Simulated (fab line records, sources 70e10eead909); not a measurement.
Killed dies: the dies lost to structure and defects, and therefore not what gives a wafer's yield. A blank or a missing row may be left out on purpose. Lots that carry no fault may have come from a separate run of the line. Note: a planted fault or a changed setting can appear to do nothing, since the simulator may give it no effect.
Code-filled problem report in 8D (eight disciplines) form	flow nandHarc	the parts of the form that need people (team, actions taken, sign-off) are left out

== 1. WHAT WENT WRONG ==
Mean of thkNm at NHARC_A_ONON_D2_THK_MEAS_34: 221 nm across 6 wafers in 2 lots; on wafers with no fault it is 200 nm (standard deviation 3.3). Measured from the usual mean, that is +6.3 standard deviations.
The step: measures by ellipsometry.
Earliest sighting: wafer L613.2 on filmMetro-01 at day 19 05:51. The record holds 36 wafers of 12 lots with a number at this step. Rule for "out" (also "out of limits"): further than 4 standard deviations from the usual mean. The other wafers with a number count as sound.

== 2. WHAT IT IS, WHAT IT ISN'T ==
question	is	is not
which readings at this step	thkNm	-
which lots	L613, L614	L598, L599, L601, L604, L605, L606, L607, L608, L617, L621
which wafers of those lots	all that have a number	-
read on which gauges	filmMetro-01, filmMetro-02	-
when	from day 19 05:51	up to then (24 sound wafers); but 6 sound wafers of L617, L621 came after

== 3. THE SUSPECTS, EACH WITH WHAT RULES IT OUT ==
Counting: any tool at a process step up to the reading is kept as a suspect provided that every lot that is out went through it and no sound lot did after the first of them.
- ruled out: the gauge at NHARC_A_ONON_D2_THK_MEAS_34. The wafers that are out were read on 2 gauges (filmMetro-01, filmMetro-02).
- pecvd-02 at NHARC_A_ONON_D2_DEP_33 (deposits SiO2, target thk 200 nm): kept. It processed each lot that is out, first L613 at day 19 05:26, and no sound lot thereafter; up to then, the last sound lot it processed was L608 at day 17 08:05. Its own rfFwdPowerW readings are out on those wafers.
Remaining after the count: pecvd-02 at NHARC_A_ONON_D2_DEP_33.

== 4. THE CAUSE (what the simulator had put in) ==
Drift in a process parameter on pecvd-02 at NHARC_A_ONON_D2_DEP_33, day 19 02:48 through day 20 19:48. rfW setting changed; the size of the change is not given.
Only this tool survived the counting.

== 5. THE CHAIN OF EFFECTS, in route order ==
One row per reading whose mean, taken over the struck wafers that have a number, lies over 3 standard deviations from the usual. Only readings for which the record gives a usual standard deviation are gone through. hours: the time from each lot's start at the first step in this table that gives one to its start at this step, as a median over the lots. sigmas: the change in usual standard deviations.
hours	step	reading	usual	on struck wafers	change	sigmas
0	NHARC_A_ONON_D2_DEP_33	rfFwdPowerW	898.5 W	1258.5	+360.0	+99 or more
0	NHARC_A_ONON_D2_DEP_33	showerheadVppV	1835 V	2180	+345	+4.3
0	NHARC_A_ONON_D2_THK_MEAS_34	thkNm	200 nm	221	+21	+6.3
Process steps it contains:
- NHARC_A_ONON_D2_DEP_33: deposits SiO2, target thk 200 nm.

== 6. HOW IT WOULD HAVE BEEN CAUGHT EARLIER ==
Counted from the fault's start at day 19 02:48, it took 3 hours until the first out-of-limits reading at a measuring or inspecting step in this record, taken at day 19 05:51.
Tool's own readings at NHARC_A_ONON_D2_DEP_33, rfFwdPowerW: out on all struck wafers the step has rows for; an alarm limit on them would have tripped on the first.
Among the 2 lots that are out, L614 began NHARC_A_ONON_D2_DEP_33 on pecvd-02 after day 19 05:51. A tool hold placed at that time would have kept it from harm.
